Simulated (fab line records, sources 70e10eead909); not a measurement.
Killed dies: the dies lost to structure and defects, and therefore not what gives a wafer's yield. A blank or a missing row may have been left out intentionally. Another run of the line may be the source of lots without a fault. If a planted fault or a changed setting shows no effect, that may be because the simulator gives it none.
Which of the tools did it?    flow nand harc    13 lots with 39 wafers sampled at 4 steps, on a route of 1159 steps

## WHAT EACH GAUGE READ, for each wafer
The record lacks any reading of a measuring or inspecting step that a usual standard deviation could be used to judge.

## TOOL THAT RAN EACH LOT (tool first, then ch and the chambers of the sampled wafers, then the start)
lot   NHARC_A_WL_FILL_RTA_01            NHARC_A_WL_FILL_STRIP_27              NHARC_A_WL_FILL_ETCHBACK_16                    NHARC_A_WL_FILL_ETCHBACK_17
L674  rtp anneal-01 ch 0, day 15 10:46  plasma asher-02 ch 0, day 15 17:42    rie diel-06 ch 0,2, day 16 06:11 or earlier    rie metal-03 ch 0,1, day 16 06:11
L678  rtp anneal-01 ch 0, day 15 22:28  plasma asher-01 ch 0,1, day 16 03:16  rie diel-06 ch 1,2,3, day 16 14:38 or earlier  rie metal-03 ch 0,1, day 16 14:38
L681  rtp anneal-01 ch 0, day 16 19:31  plasma asher-02 ch 0,1, day 17 00:08  rie diel-09 ch 0,2, day 17 10:27 or earlier    rie metal-03 ch 0,1, day 17 10:27
L683  rtp anneal-02 ch 0, day 16 23:53  plasma asher-01 ch 1, day 17 08:31    rie diel-09 ch 1,2,3, day 17 18:37 or earlier  rie metal-03 ch 0,1, day 17 18:37
L680  rtp anneal-02 ch 0, day 17 00:04  plasma asher-02 ch 0,1, day 17 11:23  rie diel-09 ch 0,1, day 17 22:14 or earlier    rie metal-01 ch 0,1, day 17 22:14
L679  rtp anneal-01 ch 0, day 17 00:15  plasma asher-01 ch 0,1, day 17 14:14  rie diel-08 ch 0,2, day 18 00:14 or earlier    rie metal-03 ch 0,1, day 18 00:14
L685  rtp anneal-02 ch 0, day 18 05:50  plasma asher-01 ch 0,1, day 18 16:37  rie diel-08 ch 0,3, day 18 23:48 or earlier    rie metal-03 ch 0,1, day 18 23:48
L688  rtp anneal-01 ch 0, day 18 06:22  plasma asher-02 ch 0,1, day 18 19:29  rie diel-08 ch 0,2,3, day 19 03:54 or earlier  rie metal-03 ch 0,1, day 19 03:54
L689  rtp anneal-01 ch 0, day 18 16:42  plasma asher-01 ch 0,1, day 18 22:30  rie diel-06 ch 1,2, day 19 08:51 or earlier    rie metal-03 ch 0,1, day 19 08:51
L692  rtp anneal-02 ch 0, day 19 06:59  plasma asher-01 ch 0,1, day 19 13:23  rie diel-06 ch 1,2,3, day 19 23:42 or earlier  rie metal-01 ch 1, day 19 23:42
L691  rtp anneal-02 ch 0, day 19 07:21  plasma asher-01 ch 0,1, day 19 14:58  rie diel-09 ch 1,3, day 19 23:43 or earlier    rie metal-02 ch 0,1, day 19 23:43
L693  rtp anneal-02 ch 0, day 19 20:53  plasma asher-02 ch 0,1, day 20 05:50  rie diel-06 ch 2,3, day 20 16:11 or earlier    rie metal-02 ch 0,1, day 20 16:11
L696  rtp anneal-02 ch 0, day 20 15:08  plasma asher-02 ch 0,1, day 20 19:31  rie diel-09 ch 1,2, day 21 08:35 or earlier    rie metal-01 ch 0,1, day 21 08:35
- NHARC_A_WL_FILL_RTA_01: time 5 s.
- NHARC_A_WL_FILL_STRIP_27: strips in N2/H2, time 20 s.
- NHARC_A_WL_FILL_ETCHBACK_16: etches the open film in C4F8/O2/Ar, target depth 88 nm, time 17.6 s.
- NHARC_A_WL_FILL_ETCHBACK_17: etches the open film in Cl2/BCl3, target depth 4 nm, time 26.7 s.

## WHAT THE TOOLS THEMSELVES READ (means of the sampled wafers that have a number; where no wafer has one, the mark that the record gives instead)
NHARC_A_WL_FILL_RTA_01. Usual: lamp power pct 29.7 %, standard deviation 1.1; lamp_zone_1_pct 29.7 %, standard deviation 1.1; lamp_zone_5_pct 29.7 %, standard deviation 1.1; lamp_zone_6_pct 29.6 %, standard deviation 1.1; wafer_temp_C_max 1004.0, standard deviation 1.5.
lot   tool           lamp power pct (%)  lamp_zone_1_pct (%)  lamp_zone_5_pct (%)  lamp_zone_6_pct (%)  wafer_temp_C_max  flag
L674  rtp anneal-01  28.7                28.7                 28.7                 28.6                 1004.8            
L678  rtp anneal-01  28.7                28.7                 28.7                 28.6                 1005.4            
L681  rtp anneal-01  28.7                28.7                 28.7                 28.6                 1004.9            
L683  rtp anneal-02  30.9                30.9                 30.9                 30.8                 1002.7            
L680  rtp anneal-02  30.8                30.8                 30.8                 30.8                 1003.1            
L679  rtp anneal-01  28.7                28.7                 28.6                 28.6                 1005.4            
L685  rtp anneal-02  30.9                30.9                 30.9                 30.9                 1002.4            
L688  rtp anneal-01  28.7                28.6                 28.7                 28.6                 1005.1            
L689  rtp anneal-01  28.7                28.7                 28.7                 28.6                 1005.8            
L692  rtp anneal-02  30.9                30.8                 30.9                 30.8                 1002.8            
L691  rtp anneal-02  30.9                30.9                 30.9                 30.8                 1002.4            
L693  rtp anneal-02  30.8                30.8                 30.9                 30.8                 1003.5            
L696  rtp anneal-02  30.9                30.9                 30.9                 30.8                 1002.4            

NHARC_A_WL_FILL_STRIP_27. Usual: drypump motor current A 5.63 A, standard deviation 0.28; heater power w 306 W, standard deviation 16.
lot   tool             drypump motor current A (A)  heater power w (W)  flag
L674  plasma asher-02  5.96                         281                 
L678  plasma asher-01  5.34                         320                 
L681  plasma asher-02  5.79                         300                 
L683  plasma asher-01  5.70                         321                 
L680  plasma asher-02  5.85                         292                 
L679  plasma asher-01  5.53                         318                 
L685  plasma asher-01  5.53                         314                 
L688  plasma asher-02  5.85                         284                 
L689  plasma asher-01  5.34                         316                 
L692  plasma asher-01  5.34                         319                 
L691  plasma asher-01  5.35                         315                 
L693  plasma asher-02  5.77                         295                 
L696  plasma asher-02  5.86                         288                 

NHARC_A_WL_FILL_ETCHBACK_16. Usual: bias w 799.8 W, standard deviation 2.3; oes product au 0.99 a.u., standard deviation 0.03; rf vpp V 723 V, standard deviation 4.5.
lot   tool         bias w (W)  oes product au (a.u.)  rf vpp V (V)  flag
L674  rie diel-06  800.4       0.99                   727           
L678  rie diel-06  799.4       0.93                   726           
L681  rie diel-09  801.0       1.01                   719           
L683  rie diel-09  800.6       0.94                   718           
L680  rie diel-09  797.0       1.01                   717           
L679  rie diel-08  800.6       0.99                   725           
L685  rie diel-08  798.4       0.98                   727           
L688  rie diel-08  800.4       0.97                   725           
L689  rie diel-06  800.9       0.98                   725           
L692  rie diel-06  801.9       0.92                   725           
L691  rie diel-09  800.3       1.03                   717           
L693  rie diel-06  801.8       0.99                   727           
L696  rie diel-09  800.0       1.02                   717           

NHARC_A_WL_FILL_ETCHBACK_17. Usual: drypump motor current A 5.4 A, standard deviation 0.44; oes product au 1.005 a.u., standard deviation 0.013.
lot   tool          drypump motor current A (A)  oes product au (a.u.)  flag
L674  rie metal-03  5.3                          0.997                  
L678  rie metal-03  5.3                          0.987                  
L681  rie metal-03  5.3                          0.994                  
L683  rie metal-03  5.3                          0.995                  
L680  rie metal-01  5.6                          1.003                  
L679  rie metal-03  5.3                          0.992                  
L685  rie metal-03  5.3                          0.996                  
L688  rie metal-03  5.3                          0.876                  OFF
L689  rie metal-03  5.4                          0.937                  OFF
L692  rie metal-01  5.2                          1.004                  
L691  rie metal-02  5.7                          1.014                  
L693  rie metal-02  5.2                          1.015                  
L696  rie metal-01  5.6                          1.019                  

## THE ANSWER, worked out from the rows above alone
Rule: a lot is off if the mean of its wafers that have a number lies more than 3 standard deviations from the usual mean. A lot without any number at a reading at which 4 lots or more have one is off too. All remaining lots with rows at the step are treated as sound. After the gauges, taken in route order, come the tools' own readings; for these a lot's mean is taken, as printed above. The first step at which some lot is off is used, and at that step the reading that is off furthest; a lot without a number counts as furthest.
Off, at NHARC_A_WL_FILL_ETCHBACK_17 on oes product au: L688, L689.
If a tool, at that step or one of the process steps before it, ran each lot that is off and ran no sound lot following the first of them, it fits. NHARC_A_WL_FILL_ETCHBACK_16: start missing for some lots; hours and lot order therefore follow NHARC_A_WL_FILL_ETCHBACK_17. This does not decide it: 2 tools fit, namely rtp anneal-01 at NHARC_A_WL_FILL_RTA_01 and rie metal-03 at NHARC_A_WL_FILL_ETCHBACK_17.

## WHAT THE SIMULATOR HAD PUT IN
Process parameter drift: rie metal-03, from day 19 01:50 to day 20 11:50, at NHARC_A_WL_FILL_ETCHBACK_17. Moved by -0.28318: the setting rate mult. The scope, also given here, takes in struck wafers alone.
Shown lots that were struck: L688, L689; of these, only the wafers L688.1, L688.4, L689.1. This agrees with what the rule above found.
